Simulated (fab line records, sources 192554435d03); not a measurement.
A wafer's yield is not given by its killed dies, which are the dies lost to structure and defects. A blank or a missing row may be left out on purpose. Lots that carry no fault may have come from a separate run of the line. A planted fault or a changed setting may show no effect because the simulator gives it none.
The tool behind it: which one? | flow n5-finfet | 10 lots, 30 wafers sampled, at 5 steps of a route of 1938

## WHAT THE GAUGES SHOWED, per wafer
N5_BEOL_M4_RC_MEAS_101.
lot  | measured     | on        | DIBL_N (mV/V)
L749 | day 8 11:39  | prober-02 | 35.8 35.9 38.0
L750 | day 8 13:38  | prober-02 | 36.3 37.3 37.1
L751 | day 9 05:44  | prober-01 | 38.3 35.9 36.2
L752 | day 9 08:32  | prober-01 | 37.3 36.5 34.3
L753 | day 10 01:50 | prober-02 | 36.2 35.3 37.4
L755 | day 10 04:14 | prober-01 | 37.7 35.6 35.2
L756 | day 10 08:41 | prober-02 | 37.7 37.3 37.0
L761 | day 12 14:43 | prober-01 | 34.1 35.1 34.9
L766 | day 14 05:20 | prober-02 | 35.7 35.1 36.1
L770 | day 15 03:51 | prober-02 | 38.7 36.5 34.7

## WHAT TOOL EACH LOT RAN ON (gives the tool, then ch and the chambers of the sampled wafers, and finally the start)
lot  | N5_BEOL_M1_ANNEAL_87         | N5_BEOL_M1_CO_CAP_55            | N5_BEOL_M2_ILD_DEP_00           | N5_BEOL_M2_HM_DEP_02
L749 | pvd-sputter-02, day 6 18:45  | cvd-co-01 ch 0,1,2, day 6 20:46 | pecvd-04 ch 1,2, day 6 21:00    | pvd-sputter-01, day 6 23:55
L750 | pvd-sputter-01, day 6 20:33  | cvd-co-01 ch 0,2, day 6 22:26   | pecvd-03 ch 1,2, day 6 22:41    | pvd-sputter-01, day 7 00:23
L751 | pvd-sputter-01, day 7 09:28  | cvd-co-02 ch 0,2, day 7 11:21   | pecvd-02 ch 1,2, day 7 11:36    | pvd-sputter-02, day 7 12:25
L752 | pvd-sputter-03, day 7 09:49  | cvd-co-02 ch 0,2, day 7 11:42   | pecvd-02 ch 0,1, day 7 11:56    | pvd-sputter-02, day 7 12:40
L753 | pvd-sputter-01, day 8 09:22  | cvd-co-01 ch 0,1,2, day 8 11:15 | pecvd-02 ch 0,2, day 8 11:30    | pvd-sputter-03, day 8 12:28
L755 | pvd-sputter-02, day 8 11:08  | cvd-co-01 ch 0,2, day 8 13:01   | pecvd-03 ch 0,1, day 8 13:16    | pvd-sputter-01, day 8 13:27
L756 | pvd-sputter-01, day 8 20:40  | cvd-co-02 ch 0,1, day 8 22:37   | pecvd-04 ch 1,2, day 8 22:53    | pvd-sputter-02, day 8 23:44
L761 | pvd-sputter-03, day 10 05:46 | cvd-co-01 ch 1,2, day 10 07:41  | pecvd-03 ch 0,1, day 10 07:59   | pvd-sputter-01, day 10 08:13
L766 | pvd-sputter-01, day 11 15:13 | cvd-co-02 ch 1,2, day 12 03:14  | pecvd-03 ch 0,1,2, day 12 03:29 | pvd-sputter-03, day 12 04:28
L770 | pvd-sputter-01, day 12 10:25 | cvd-co-01 ch 0,1, day 12 12:30  | pecvd-02 ch 0,1, day 12 12:44   | pvd-sputter-03, day 12 13:53
- N5_BEOL_M1_ANNEAL_87: time 240 s.
- N5_BEOL_M1_CO_CAP_55: material Co, precursor CCTBA/H2, target thk 2 nm, time 102.1 s.
- N5_BEOL_M2_ILD_DEP_00: deposits SiOC from DEMS/O2, target thk 79 nm, time 15.3 s.
- N5_BEOL_M2_HM_DEP_02: deposits TiN, target thk 20 nm.

## THE ANSWER, worked out from the rows above alone
Rule: the lots themselves supply what counts as usual. The widest of any qualifying gaps counts: lots, ordered by their means at a reading, are off when they make up no more than a third of the lots, leave a main group of 4 or more, and stand apart from it by 3 or more times the standard deviation of that group's means. Not used: any main group whose means are identical at the precision the tables above print for the reading. A lot without any number at a reading at which 4 lots or more have one is off too. Any other lot the step has rows for is counted as sound.
None of the lots is off at any reading shown; this tells nothing.

## WHAT WAS PUT IN BY THE SIMULATOR
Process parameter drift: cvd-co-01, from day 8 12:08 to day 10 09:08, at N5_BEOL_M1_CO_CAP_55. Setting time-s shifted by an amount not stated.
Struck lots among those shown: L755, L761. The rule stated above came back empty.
